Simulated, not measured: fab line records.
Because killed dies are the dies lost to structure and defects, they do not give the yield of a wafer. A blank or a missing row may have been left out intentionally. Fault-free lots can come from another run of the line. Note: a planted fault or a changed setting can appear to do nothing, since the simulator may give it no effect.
Chamber matching -- flow n5 finfet -- N5_BEOL_M12_CMP_49 on cmp-02: 4 sister chambers
The step polishes, stops on SiOC, t overpolish 20.6 s, target thk 320 nm. 27 wafers are shown with their chamber, then 12 later ones without.

WAFERS, EACH WITH ITS CHAMBER
wafer,chamber,motor current A (A),barrier field endpoint s (s),overpolish run s (s)
L075.3,3,4.9,30.0,20.600
L075.4,1,5.0,29.8,20.591
L075.6,3,5.1,30.0,20.578
L074.1,2,6.3,30.3,20.617
L074.5,2,6.3,30.7,20.594
L074.6,3,4.9,28.1,20.595
L076.1,0,6.1,29.7,20.609
L076.5,1,4.9,29.2,20.615
L076.6,0,6.2,30.5,20.604
L078.1,2,5.8,29.2,20.630
L078.2,3,4.9,28.9,20.584
L078.4,1,5.1,29.0,20.614
L077.2,3,5.1,29.8,20.589
L077.3,0,6.2,30.4,20.587
L077.6,3,4.9,29.4,20.590
L084.2,3,5.2,28.6,20.616
L084.3,0,5.9,29.6,20.597
L084.6,0,6.3,30.2,20.602
L080.1,3,5.1,29.3,20.596
L080.5,1,5.1,29.9,20.604
L080.6,0,5.9,29.8,20.590
L083.1,1,5.1,30.3,20.590
L083.4,3,5.1,29.6,20.619
L083.5,0,6.2,30.3,20.609
L085.1,0,6.1,30.4,20.592
L085.4,3,4.9,28.5,20.603
L085.5,3,4.9,29.2,20.599

SIGNATURES, as means of the wafers listed above
reading,chamber 0,chamber 1,chamber 2,chamber 3,scatter within a chamber
motor current A,6.112,5.040,6.133,5.000,0.146
barrier field endpoint s,30.113,29.640,30.067,29.218,0.56
overpolish run s,20.59875,20.60280,20.61367,20.59718,0.012
Rule: for each reading, subtract the chamber's mean from the wafer's reading, divide by that reading's scatter and square the result; add these up over the readings and take the root, which gives the wafer's distance from the chamber. If the next closest chamber is less than 2 further off than the closest, the wafer can't be placed; otherwise it belongs to the closest. The scatter is the square root of a quotient: the sum, over the shown wafers, of each reading's squared deviation from its chamber's mean, divided by wafers minus chambers.

WAFERS WITHOUT THEIR CHAMBER
wafer,motor current A (A),barrier field endpoint s (s),overpolish run s (s)
L088.3,5.9,30.4,20.592
L088.4,5.1,29.8,20.601
L088.5,5.0,29.1,20.601
L089.3,6.0,30.1,20.601
L089.5,6.1,29.9,20.598
L089.6,5.2,30.1,20.594
L091.2,5.1,28.7,20.591
L091.3,6.1,29.7,20.581
L091.4,4.8,29.3,20.591
L092.2,6.2,30.3,20.602
L092.5,6.2,30.4,20.581
L092.6,5.0,29.3,20.596

WHICH CHAMBER EACH ONE RAN IN
wafer,from the rows above,in truth
L088.3,can't be placed: 0 or 2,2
L088.4,can't be placed: 1 or 3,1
L088.5,can't be placed: 3 or 1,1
L089.3,can't be placed: 0 or 2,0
L089.5,can't be placed: 0 or 2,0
L089.6,can't be placed: 1 or 3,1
L091.2,can't be placed: 3 or 1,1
L091.3,can't be placed: 0 or 2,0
L091.4,can't be placed: 3 or 1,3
L092.2,can't be placed: 0 or 2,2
L092.5,can't be placed: 0 or 2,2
L092.6,can't be placed: 3 or 1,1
Correctly placed: 0 of 12. These rows do not allow placing 12 (true chamber among the candidates in 12). Number placed wrongly: 0.
